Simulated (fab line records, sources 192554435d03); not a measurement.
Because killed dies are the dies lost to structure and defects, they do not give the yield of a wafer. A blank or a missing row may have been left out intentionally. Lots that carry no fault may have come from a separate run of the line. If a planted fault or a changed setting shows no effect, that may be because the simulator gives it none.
Struck lot and sound lot, side by side	flow n5Finfet	39 steps out of a route of 1938
Sound: these wafers, L817.1, L817.4, L817.6. Wafers L819.1, L819.5, L819.6 were the ones struck. Last of all comes the cause.
Order at every step that has rows: each side's tool, ch and its chambers, its first start. Under that, the readings that differ: sound wafers	struck wafers	difference of the means	sigmas: that difference in standard deviations of wafers without a fault.
alike: a reading whose means differ by less than 2 such deviations, as well as words and numbers matching on both sides. not compared: withheld readings; readings where some wafer has no value; bounds like >300 that might hide an equal value; numbers whose values overlap and for which the record gives no deviation.
A row with sigmas, a row that says differs or no value, or rows on one side alone: a step with any of these is where the two part. When numbers do not overlap yet have no deviation, they are printed without sigmas and do not part them. Lack of a reading on every wafer of one side parts them only where that side has two or more wafers.

first, 11 steps without rows for these wafers: N5_STI_FIN_REVEAL_ALD_14 (deposits Si3N4, target thk 3 nm); N5_STI_FIN_REVEAL_FCVD_FILL_01 (material SiO2 flowable, target thk 312 nm, time 512.2 s); N5_STI_FIN_REVEAL_DENSIFY_02 (time 1800 s); N5_STI_FIN_REVEAL_CMP_04 (polishes, stops on Si3N4, t overpolish 4 s, target thk 131.83 nm); N5_STI_FIN_REVEAL_DENSIFY_30; N5_STI_FIN_REVEAL_ETCHBACK_08 (etches SiO2 in C4F6/O2, target depth 30.5 nm, time 10.167 s); N5_STI_FIN_REVEAL_STRIP_24 (strips in N2/H2, time 90 s); N5_STI_FIN_REVEAL_PRECLEAN_25 (cleans in SPM, time 90 s); N5_STI_FIN_REVEAL_PRECLEAN_26 (cleans in SC1, time 45 s); N5_STI_FIN_REVEAL_PRECLEAN_29 (cleans in DHF, time 30 s); N5_STI_FIN_REVEAL_SRD_12 (time 30 s).
N5_STI_FIN_REVEAL_RECESS_09: chemistry HF/NH3, target SiO2, afs cycles 11, target depth 42.5 nm, sublimation time 60 s.
  sound on vaporEtch-01 ch 0,1, day 4 09:39; struck on vaporEtch-01 ch 0,1, day 4 22:46
reading	sound	struck	difference	sigmas
tempC (C)	30.11 30.12 30.05	31.38 31.28 31.30	+1.23	+12
  alike: drypumpMotorCurrentA, forelinePTorr
then, 25 steps without rows for these wafers: N5_STI_FIN_REVEAL_STRIP_16 (strips SiNx in H3PO4, target depth 23.8 nm); N5_STI_FIN_REVEAL_PRECLEAN_17 (cleans in NF3:NH3, afs cycles 1, time 20 s, sublimation time 60 s); N5_STI_FIN_REVEAL_ETCH_34 (etches Si in H2, material Si, target depth 0.97 nm); N5_STI_FIN_REVEAL_OXIDATION_31 (chemistry O2 PLASMA REMOTE, time 20 s); N5_STI_FIN_REVEAL_PRECLEAN_32 (cleans in NF3:NH3, afs cycles 1, time 20 s, sublimation time 60 s); N5_STI_FIN_REVEAL_STRIP_35 (strips Si3N4 in H3PO4, target depth 4 nm, time 39 s); N5_STI_FIN_REVEAL_SRD_21 (time 30 s); N5_STI_FIN_REVEAL_OXIDATION_33 (chemistry O2 PLASMA REMOTE, time 20 s); N5_STI_FIN_REVEAL_CLEAN_19 (cleans in O3/DIW, time 120 s); N5_STI_FIN_REVEAL_SRD_23 (time 30 s); N5_STI_FIN_REVEAL_PRECLEAN_18 (cleans in SC2, time 45 s); N5_STI_FIN_REVEAL_SRD_28 (time 30 s); N5_DUMMY_GATE_PRECLEAN_00 (cleans in O3/DIW, time 60 s); N5_DUMMY_GATE_SRD_01 (time 30 s); N5_DUMMY_GATE_ALD_02 (deposits SiO2, target thk 2 nm, pulse time 1 s); N5_DUMMY_GATE_CVD_03 (deposits a-Si from SiH4, target thk 150 nm, time 8042 s); N5_DUMMY_GATE_PRECLEAN_46 (cleans in DIW, time 89.5 s); N5_DUMMY_GATE_SRD_47 (dry time 32 s); N5_DUMMY_GATE_CMP_04 (polishes a-Si); N5_DUMMY_GATE_HM_DEP_06 (deposits SiNx from DCS/NH3, target thk 80 nm, time 5141 s); N5_DUMMY_GATE_PECVD_30 (deposits SiO2 from TEOS/O2, target thk 55 nm, time 10.8 s); N5_DUMMY_GATE_COAT_34 (time 60 s, resist thk 60 nm); N5_DUMMY_GATE_COAT_35 (time 60 s, resist thk 10 nm); N5_DUMMY_GATE_COAT_28 (time 60 s, resist thk 10 nm); N5_DUMMY_GATE_COAT_09 (resist thk 30 nm).
-- record jumps: 5 days separate the struck wafers' starts on either side; left off in module DUMMY_GATE, taken up again in module BEOL_M4, whose first shown step is the route's number 1111 --
N5_BEOL_M4_RC_MEAS_101:
  sound on prober-02 ch 0, day 9 22:32; struck on prober-01 ch 0, day 10 05:17
reading	sound	struck	difference	sigmas
ION_N (uA/um)	684 674 692	642 641 663	-35	-2
ION_P (uA/um)	466 456 467	436 430 444	-26	-3
SS_N (mV/dec)	70.5 72.5 71.8	72.7 74.7 73.5	+2.0	+3
  alike: DIBL_N, DIBL_P, IOFF_N, IOFF_P, SS_P, VT_N, VT_P
-- a jump in the record: the struck wafers' starts before and after are 4 days apart (it breaks off in module BEOL_M4 and resumes in module PASSIVATION, where the first step shown is number 1936 of the route) --
N5_PASSIVATION_PROBE_49:
  only the struck wafers here have rows in the record (prober-01, day 14 16:29); the sound ones have none

## WHERE THEY PART
Last at N5_PASSIVATION_PROBE_49 as far as this record goes, first at N5_STI_FIN_REVEAL_RECESS_09.

WHY: the cause the simulator had injected
Process parameters drifting: vaporEtch-01 at N5_STI_FIN_REVEAL_RECESS_09, beginning at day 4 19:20. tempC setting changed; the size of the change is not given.
